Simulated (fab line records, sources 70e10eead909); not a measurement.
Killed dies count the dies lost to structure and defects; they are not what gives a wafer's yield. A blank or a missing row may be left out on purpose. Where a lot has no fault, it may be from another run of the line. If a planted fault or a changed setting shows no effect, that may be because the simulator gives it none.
fab line records	flow nandHarc
[record] lots = 13	wafers = 37	lastDay = 24
route steps=1159 shown A_STAIRCASE@533 END@1159
lots with no fault: from the same line, run without faults
startH: the number of hours between the record's first day and the start of the first shown wafer of the lot	waitH: time in hours since the lot's previous step	" identical to the entry in the row above	L1.1+2: a row that stands for several wafers	- either no value or no given start	* or withheld: withheld	< > ~ a bound
route shown NAME@n: NAME is a module with steps in the file, n the number in the route of the first one	usual: mean/standard deviation taken from wafers without a fault	same: alike in all rows	chamber/n: place in a boat	sites: readings site by site	_std_site: standard deviation of those values	_edge_site: mean of outer sites minus mean of inner sites	radiusMm: how far each site lies from the wafer's centre	mask NAME#n: copy n	behind: the last tool/chamber to shape the wafer	hold: why the lot went on hold/how many hours it stayed there/how the hold came to an end	device: the n, p or np transistor that did not switch	end of line: tests run on the same wafers once the route is complete	where a step has no rows: the recipe by itself	killed: dies lost to structure and defects at the first sort, not the wafer's yield	map: a wafer's dies, marking killed ones x, the rest . and places with no die _
set.NAME: the setting as run; set.NAME@STEP: as run at that earlier step	model.NAME: the simulator's own value behind a step, which no gauge read
one table for each step of the route and one row for each wafer, over a sample of lots
services: when a tool's chamber went out of use (startH, in hours from the record's first day, below 0 if earlier), for how many hours, and the reason
[[steps]]
[step NHARC_A_STAIRCASE_STRIP_171]
[recipe] powerW = 1500	tempC = 250	chemistry = O2
[usual] drypumpMotorCurrentA = 5.8/0.57	heaterPowerW = 326/24
lot.wafer	tool	chamber	startH	waitH	drypumpMotorCurrentA	heaterPowerW	rfHoursCounterH
L371.2	plasmaAsher-01	0	237.08	-	5.8	345	42
L371.1	"	1	"	"	5.9	343	42
L371.6	"	1	"	"	5.8	336	-
L374.3	plasmaAsher-02	1	251.07	-	6.6	318	-
L374.4	"	0	"	"	5.1	308	-
L374.5	"	1	"	"	6.6	301	-
L377.1	plasmaAsher-02	1	262.01	-	6.6	305	20
L377.4	"	1	"	"	6.6	296	-
L377.6	"	1	"	"	6.6	314	-
L376.3	plasmaAsher-02	0	262.35	-	5.1	306	-
L376.5	"	0	"	"	5.1	303	-
L376.6	"	1	"	"	6.6	307	-
L380.2	plasmaAsher-02	0	273.61	-	5.1	302	25
L380.6	"	0	"	"	5.1	295	-
L380.5	"	1	"	"	6.6	311	-
L378.2	plasmaAsher-02	0	284.19	-	5.1	303	32
L378.1	"	1	"	"	6.7	303	32
L378.5	"	1	"	"	6.6	306	-
L384.1	plasmaAsher-02	0	310.48	-	5.1	302	40
L384.3	"	1	"	"	6.6	303	-
L384.5	"	1	"	"	6.6	309	-
L386.4	plasmaAsher-01	1	325.25	-	5.8	351	-
L386.3	"	0	"	"	5.8	353	-
L390.2	plasmaAsher-02	1	340.97	-	6.6	306	53
L390.1	"	0	"	"	5.1	306	53
L390.3	"	1	"	"	6.6	300	-
L389.1	plasmaAsher-01	1	341.12	-	5.9	351	19
L389.3	"	1	"	"	5.9	364	-
L391.3	plasmaAsher-01	0	351.50	-	5.8	347	-
L391.4	"	1	"	"	5.9	348	-
L391.6	"	1	"	"	5.9	342	-
L392.3	plasmaAsher-02	1	351.69	-	6.6	302	-
L392.5	"	1	"	"	6.6	304	-
L392.6	"	0	"	"	5.1	310	-
L394.1	plasmaAsher-01	0	367.32	-	5.8	364	31
L394.2	"	1	"	"	5.8	357	31
L394.6	"	0	"	"	5.9	356	-
[step NHARC_A_STAIRCASE_TRIM_22]
[recipe] timeS = 211.2	o2FlowSccm = 500	arFlowSccm = 0	biasW = 0	chemistry = O2
[usual] drypumpMotorCurrentA = 5.7/0.5	oesProductAu = 0.996/0.011	rfVppV = 57.9/0.86	showerheadPlenumPTorr = 3.53/0.11	throttleValvePct = 17.036/0.0094
lot.wafer	tool	chamber	startH	waitH	drypumpMotorCurrentA	oesProductAu	rfHoursCounterH	rfVppV	showerheadPlenumPTorr	throttleValvePct
L371.2	rieDiel-06	1	-	-	5.9	1.011	58	59.2	3.65	17.039
L371.1	"	2	"	"	6.2	1.009	62	58.1	3.61	17.038
L371.6	"	0	"	"	5.2	0.994	-	55.8	3.48	17.028
L374.3	rieDiel-08	0	-	-	5.8	1.003	35	58.2	3.42	17.041
L374.5	"	0	"	"	5.8	1.002	-	58.4	3.41	17.028
L374.4	"	1	"	"	6.6	1.005	-	59.9	3.70	17.029
L377.4	rieDiel-12	0	-	-	5.8	0.980	18	57.6	3.52	17.041
L377.1	"	1	"	"	6.0	0.975	22	57.6	3.66	17.039
L377.6	"	0	"	"	5.8	0.973	-	58.5	3.52	17.035
L376.3	rieDiel-08	1	-	-	6.6	0.993	52	59.2	3.70	17.041
L376.5	"	2	"	"	5.9	1.009	-	56.7	3.32	17.044
L376.6	"	3	"	"	5.2	0.995	-	58.1	3.47	17.036
L380.2	rieDiel-08	0	-	-	5.8	1.007	46	58.9	3.41	17.035
L380.5	"	1	"	"	6.6	1.000	-	56.8	3.70	17.030
L380.6	"	2	"	"	5.8	1.011	-	58.0	3.32	17.044
L378.2	rieDiel-06	3	-	-	6.1	0.984	15	56.8	3.67	17.034
L378.1	"	0	"	"	5.3	0.996	14	58.6	3.47	17.037
L378.5	"	3	"	"	6.1	1.005	-	58.3	3.67	17.031
L384.1	rieDiel-12	3	-	-	4.7	1.001	42	57.0	3.43	17.028
L384.3	"	0	"	"	5.9	0.994	36	58.2	3.51	17.046
L384.5	"	3	"	"	4.7	1.001	-	56.5	3.43	17.035
L386.3	rieDiel-08	3	-	-	5.2	1.000	7	57.4	3.46	17.022
L386.4	"	0	"	"	5.8	1.010	5	57.5	3.40	17.040
L390.1	rieDiel-12	2	-	-	5.5	1.008	52	57.0	3.51	17.037
L390.2	"	0	"	"	5.8	0.984	47	57.0	3.51	17.051
L390.3	"	1	"	"	6.0	0.976	52	58.1	3.64	17.032
L389.1	rieDiel-08	0	-	-	5.8	1.005	11	57.8	3.40	17.038
L389.3	"	1	"	"	6.6	0.987	11	57.4	3.69	17.027
L391.4	rieDiel-12	3	-	-	4.7	0.987	55	57.3	3.42	17.027
L391.3	"	0	"	"	5.9	0.992	50	58.9	3.50	17.032
L391.6	"	0	"	"	5.8	0.982	-	58.6	3.50	17.039
L392.3	rieDiel-06	2	-	-	6.2	1.011	40	58.2	3.59	17.036
L392.5	"	3	"	"	6.1	1.000	-	57.6	3.66	17.026
L392.6	"	0	"	"	5.3	0.995	-	57.4	3.46	17.036
L394.1	rieDiel-06	0	-	-	5.2	0.994	44	56.3	3.45	17.031
L394.2	"	3	"	"	6.1	0.987	42	57.4	3.66	17.053
L394.6	"	0	"	"	5.2	0.983	-	57.3	3.45	17.010
[step NHARC_A_STAIRCASE_ETCH_23]
[recipe] targetDepthA = 1000	timeS = 40.5	ionEnergyEv = 400	c4f8FlowSccm = 20	o2FlowSccm = 10	arFlowSccm = withheld	rfW = 600	biasW = 1000	chemistry = C4F8/O2
[usual] oesProductAu = 0.942/0.014	rfVppV = 896/4.2
lot.wafer	tool	chamber	startH	waitH	oesProductAu	rfHoursCounterH	rfVppV
L371.2	rieDiel-06	0	240.94	-	0.949	67	896
L371.1	"	1	"	"	0.959	58	900
L371.6	"	1	"	"	0.958	-	901
L374.3	rieDiel-08	0	256.62	-	0.924	37	894
L374.4	"	1	"	"	0.920	-	901
L374.5	"	3	"	"	0.926	-	894
L377.4	rieDiel-12	3	265.28	-	0.941	25	894
L377.1	"	0	"	"	0.927	18	897
L377.6	"	3	"	"	0.946	-	893
L376.3	rieDiel-08	3	265.75	-	0.927	54	893
L376.5	"	3	"	"	0.929	-	894
L376.6	"	0	"	"	0.924	-	892
L380.2	rieDiel-08	2	276.56	-	0.952	49	888
L380.5	"	1	"	"	0.936	-	901
L380.6	"	2	"	"	0.945	-	887
L378.2	rieDiel-06	3	287.66	-	0.933	15	902
L378.1	"	0	"	"	0.930	14	894
L378.5	"	0	"	"	0.928	-	894
L384.1	rieDiel-12	2	313.50	-	0.959	42	895
L384.3	"	1	"	"	0.938	40	900
L384.5	"	2	"	"	0.958	-	896
L386.4	rieDiel-08	0	328.22	-	0.961	6	891
L386.3	"	1	"	"	0.752	6	901
L390.3	rieDiel-12	1	344.02	-	0.927	52	900
L390.2	"	2	"	"	0.948	52	895
L390.1	"	3	"	"	0.934	51	892
L389.3	rieDiel-08	2	344.31	-	0.754	13	887
L389.1	"	3	"	"	0.751	13	895
L391.3	rieDiel-12	1	354.36	-	0.928	55	900
L391.4	"	2	"	"	0.966	55	895
L391.6	"	1	"	"	0.927	-	900
L392.3	rieDiel-06	0	354.78	-	0.925	39	894
L392.6	"	0	"	"	0.931	-	892
L392.5	"	1	"	"	0.951	-	899
L394.2	rieDiel-06	0	370.35	-	0.950	44	892
L394.1	"	2	"	"	0.960	46	898
L394.6	"	0	"	"	0.944	-	894
[step NHARC_A_STAIRCASE_ETCH_25]
[recipe] targetDepthA = 1000	timeS = 40.5	ionEnergyEv = 400	c4f8FlowSccm = 20	o2FlowSccm = 10	arFlowSccm = withheld	rfW = 600	biasW = 1000	chemistry = C4F8/O2
[usual] oesProductAu = 0.943/0.017	rfVppV = 896/4.5
lot.wafer	tool	chamber	startH	waitH	oesProductAu	rfHoursCounterH	rfVppV
L371.2	rieDiel-08	2	241.21	-	1.016	39	888
L371.1	"	1	"	"	0.994	39	903
L371.6	"	2	"	"	1.014	-	889
L374.3	rieDiel-08	1	-	-	0.936	49	904
L374.5	"	1	"	"	0.939	-	903
L374.4	"	3	"	"	0.942	-	894
L377.4	rieDiel-12	0	-	-	0.914	19	894
L377.1	"	2	"	"	0.925	24	896
L377.6	"	3	"	"	0.928	-	891
L376.3	rieDiel-08	3	-	-	0.932	54	894
L376.6	"	0	"	"	0.941	-	891
L376.5	"	1	"	"	0.934	-	901
L380.2	rieDiel-08	0	-	-	0.935	46	892
L380.6	"	1	"	"	0.938	-	902
L380.5	"	2	"	"	0.945	-	888
L378.2	rieDiel-06	0	-	-	0.935	14	893
L378.1	"	2	"	"	0.953	15	898
L378.5	"	0	"	"	0.932	-	894
L384.1	rieDiel-12	0	-	-	0.934	36	896
L384.3	"	1	"	"	0.916	40	900
L384.5	"	3	"	"	0.960	-	892
L386.3	rieDiel-08	0	-	-	0.955	6	892
L386.4	"	2	"	"	0.950	7	887
L390.2	rieDiel-12	3	-	-	0.925	52	892
L390.3	"	0	"	"	0.938	47	896
L390.1	"	1	"	"	0.947	52	901
L389.1	rieDiel-08	1	-	-	0.937	11	902
L389.3	"	3	"	"	0.935	13	894
L391.4	rieDiel-12	0	-	-	0.932	50	895
L391.3	"	2	"	"	0.967	56	896
L391.6	"	3	"	"	0.939	-	891
L392.3	rieDiel-06	0	-	-	0.923	39	893
L392.5	"	0	"	"	0.929	-	892
L392.6	"	1	"	"	0.929	-	897
L394.1	rieDiel-06	2	-	-	0.960	47	899
L394.2	"	0	"	"	0.960	44	893
L394.6	"	1	"	"	0.942	-	899
[step NHARC_END_SORT_01]
[recipe] tempC = 25
[usual] killedAtArray = 29/8.4	killedAtOther = 0.7/1.2	killedAtPeriphery = 3.8/2.1	killedDies = 33/9	killedOpen = 3.4/2	killedShort = 2.1/1.4
[same] grossDies = 677
lot.wafer	tool	chamber	startH	waitH	killedAtArray	killedAtOther	killedAtPeriphery	killedDies	killedOpen	killedShort
L386.3	prober-02	0	536.06	3.1	674	0	3	677	6	1
L386.4	prober-02	0	536.85	3.4	26	0	1	27	1	0
L389.1	prober-01	0	550.26	2.5	675	2	0	677	2	2
L389.3	prober-01	0	551.88	3.1	672	1	4	677	3	1
// killed by level:class
L386.3 A_STAIRCASE:areaEtch=644 A_CHANNEL_HOLE_D1:chamberFilmFlake=20 A_STAIRCASE:chamberFilmFlake=4 A_CONTACT:geometricParticle:open=3 P_M0:geometricParticle:open=2 A_ZERO_WELL:chamberFilmFlake=2 P_CONTACT:geometricParticle:open=1 A_CHANNEL_FILL_D1:geometricParticle:short=1
L386.4 A_CHANNEL_HOLE_D1:chamberFilmFlake=20 A_STAIRCASE:chamberFilmFlake=2 A_BLC:chamberFilmFlake=2 A_CHANNEL_FILL_D1:geometricParticle:open=1 P_STI:chamberFilmFlake=1 A_WL_FILL:chamberFilmFlake=1
L389.1 A_STAIRCASE:areaEtch=636 A_CHANNEL_HOLE_D1:chamberFilmFlake=24 A_SLIT:chamberFilmFlake=5 A_STAIRCASE:chamberFilmFlake=3 A_CONTACT:chamberFilmFlake=3 A_ONON_D1:geometricParticle:open=1 A_CONTACT:geometricParticle:short=1 A_CONTACT:geometricParticle:open=1
L389.3 A_STAIRCASE:areaEtch=627 A_CHANNEL_HOLE_D1:chamberFilmFlake=20 A_SLIT:chamberFilmFlake=16 A_CONTACT:chamberFilmFlake=5 P_GATE:chamberFilmFlake=2 A_STAIRCASE:chamberFilmFlake=2 P_CONTACT:geometricParticle:open=1 A_ONON_D1:geometricParticle:open=1
[[services]]
tool	chamber	startH	hours	kind
rieDiel-08	2	215.41	3.8	repair
rieDiel-08	0	216.33	1.2	repair
rieDiel-12	0	217.92	8.8	repair
rieDiel-08	0	221.02	31.8	repair
rieDiel-12	-	221.21	0.3	repair
plasmaAsher-01	-	228.89	1.0	repair
rieDiel-08	1	231.97	-	clean
rieDiel-08	2	231.97	-	clean
rieDiel-08	3	231.97	-	clean
rieDiel-08	3	240.57	5.9	repair
rieDiel-06	-	241.21	9.0	pm
rieDiel-08	2	245.58	13.5	repair
rieDiel-08	0	256.62	-	clean
rieDiel-08	1	256.62	-	clean
rieDiel-08	3	256.62	-	clean
plasmaAsher-01	-	270.94	4.8	repair
rieDiel-12	2	271.12	2.6	repair
plasmaAsher-01	-	276.00	9.0	pm
rieDiel-08	0	281.12	-	clean
plasmaAsher-01	-	287.88	5.8	repair
rieDiel-06	-	289.23	1.7	repair
rieDiel-08	-	301.88	9.0	pm
rieDiel-06	1	302.71	4.0	repair
plasmaAsher-02	-	361.55	9.0	pm
[[key]]
[firstSign] step = NHARC_A_STAIRCASE_ETCH_23	reading = oesProductAu	direction = down	sigmas = 14	usual = 0.942	struck = 0.752
[effect] step = NHARC_END_SORT_01	reading = killedAtArray	direction = up	sigmas = 76	usual = 29	struck = 674
[moreKillsBornAt] NHARC_A_STAIRCASE_ETCH_23@rieDiel-08 = 1907
metAt NHARC_A_STAIRCASE_ETCH_23
struckLots L386,L389
struckWafers L386.3,L389.1,L389.3
laterRowsLeftOut L386.3,L389.1,L389.3
testerLeftOut L386,L389
notActingAt NHARC_A_STAIRCASE_STRIP_171,NHARC_A_STAIRCASE_TRIM_22,NHARC_A_STAIRCASE_ETCH_25
onsetBetween 276.56 328.22
[fault] kind = processParameterDrift	tool = rieDiel-08	chamber = -	onsetH = 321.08	steps = NHARC_A_STAIRCASE_ETCH_23	channel = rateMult	offset = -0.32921	shape = step	endH = 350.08	scope = struckWafersOnly
// testerLeftOut: of these lots the tester's yield and bins aren't shown, on N5 and GAA mostly nor the transistor test; their killed dies are dies lost to structure and defects alone, not to doping, threshold or leakage, so they don't give the yield
// laterRowsLeftOut: the simulator's readings of these wafers behind a module that went badly wrong aren't trusted and aren't shown, but for the sort
